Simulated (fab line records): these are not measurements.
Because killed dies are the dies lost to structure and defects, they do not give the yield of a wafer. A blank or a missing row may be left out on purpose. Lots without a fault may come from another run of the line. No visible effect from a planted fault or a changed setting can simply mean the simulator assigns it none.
Tool commonality check | flow n5_finfet | Lots sampled 10, wafers sampled 28

== WHY THIS WAS OPENED ==
At N5_BEOL_M4_RC_MEAS_101 the reading IOFF_P is flagged on 2 of 10 lots. Fault-free wafers read 0.21 nA/um, with a standard deviation of 0.035.
Rule: a lot is flagged in two cases, either no wafer of it has a number, or all its wafers with numbers fall more than 4 standard deviations from that mean. All remaining lots are regarded as sound.

lot  | measured     | on        | IOFF_P (nA/um), wafer by wafer | flag
L963 | day 9 10:20  | prober-01 | 0.27 0.21 0.21                 |
L965 | day 9 10:26  | prober-02 | 0.26 0.25 0.21                 |
L964 | day 9 11:25  | prober-01 | 0.20 0.19 0.22                 |
L966 | day 9 17:47  | prober-01 | 0.62 0.53 0.56                 | FLAGGED
L967 | day 9 19:14  | prober-02 | 0.23 0.21                      |
L969 | day 10 17:08 | prober-02 | 0.22 0.22                      |
L971 | day 11 02:13 | prober-02 | 0.73 0.55 0.76                 | FLAGGED
L976 | day 12 22:19 | prober-01 | 0.20 0.18 0.21                 |
L979 | day 13 14:19 | prober-02 | 0.24 0.20 0.23                 |
L985 | day 14 22:58 | prober-02 | 0.22 0.20 0.22                 |
The mean of the flagged lots' numbers is 0.62 nA/um, +0.42 nA/um from the usual (+12 standard deviations).

== LOT BY LOT: THE TOOL USED ==
Before the reading, the record contains 2 process steps out of a 1938-step route. Read each cell as the tool, then ch plus the chambers that the sampled wafers visited, then the start.
lot  | flag    | N5_HKMG_FIN_ETCH_55               | N5_HKMG_FIN_ALD_36
L963 |         | rie_diel-03 ch 1,2, day 4 04:13   | ald_metal-04 ch 0,1,3, day 4 06:21
L965 |         | rie_diel-03 ch 0,2, day 4 11:40   | ald_metal-02 ch 0,2,3, day 4 13:51
L964 |         | rie_diel-04 ch 0,1,3, day 4 11:10 | ald_metal-02 ch 0,3, day 4 13:21
L966 | FLAGGED | rie_diel-03 ch 0,1,2, day 4 23:33 | ald_metal-02 ch 0,2,3, day 5 01:38
L967 |         | rie_diel-05 ch 2,3, day 5 00:40   | ald_metal-02 ch 2,3, day 5 02:41
L969 |         | rie_diel-05 ch 0,3, day 5 11:24   | ald_metal-02 ch 0,3, day 5 13:27
L971 | FLAGGED | rie_diel-04 ch 0,2, day 6 00:41   | ald_metal-01 ch 1,2,3, day 6 02:44
L976 |         | rie_diel-03 ch 1,3, day 7 05:47   | ald_metal-01 ch 0,1,2, day 7 07:49
L979 |         | rie_diel-03 ch 0,2,3, day 8 12:58 | ald_metal-01 ch 0,1,2, day 8 15:00
L985 |         | rie_diel-04 ch 0,1, day 9 15:35   | ald_metal-02 ch 0,2,3, day 9 17:42
What the steps here do:
- N5_HKMG_FIN_ETCH_55: etches SOC in N2/H2, target depth 240 nm, time 300 s.
- N5_HKMG_FIN_ALD_36: deposits TiN, target thk 1 nm, pulse time 1 s, purge time 3 s.
- N5_BEOL_M4_RC_MEAS_101

== FLAGGED AGAINST TOTAL, ONE TOOL AT A TIME (gauges that did the reading follow at the end) ==
step                   | tool         | lots run | flagged | share of the flagged lots | sound lots run after its first flagged lot
N5_HKMG_FIN_ETCH_55    | rie_diel-03  | 5        | 1       | some                      | 2 (L976,L979)
N5_HKMG_FIN_ETCH_55    | rie_diel-04  | 3        | 1       | some                      | 1 (L985)
N5_HKMG_FIN_ETCH_55    | rie_diel-05  | 2        | 0       | none                      | -
N5_HKMG_FIN_ALD_36     | ald_metal-01 | 3        | 1       | some                      | 2 (L976,L979)
N5_HKMG_FIN_ALD_36     | ald_metal-02 | 6        | 1       | some                      | 3 (L967,L969,L985)
N5_HKMG_FIN_ALD_36     | ald_metal-04 | 1        | 0       | none                      | -
N5_BEOL_M4_RC_MEAS_101 | prober-01    | 4        | 1       | some                      | 1 (L976)
N5_BEOL_M4_RC_MEAS_101 | prober-02    | 6        | 1       | some                      | 2 (L979,L985)

== WHAT THE TABLE ALLOWS ==
No row of the table ran every flagged lot.

== WHAT WAS PUT IN BY THE SIMULATOR ==
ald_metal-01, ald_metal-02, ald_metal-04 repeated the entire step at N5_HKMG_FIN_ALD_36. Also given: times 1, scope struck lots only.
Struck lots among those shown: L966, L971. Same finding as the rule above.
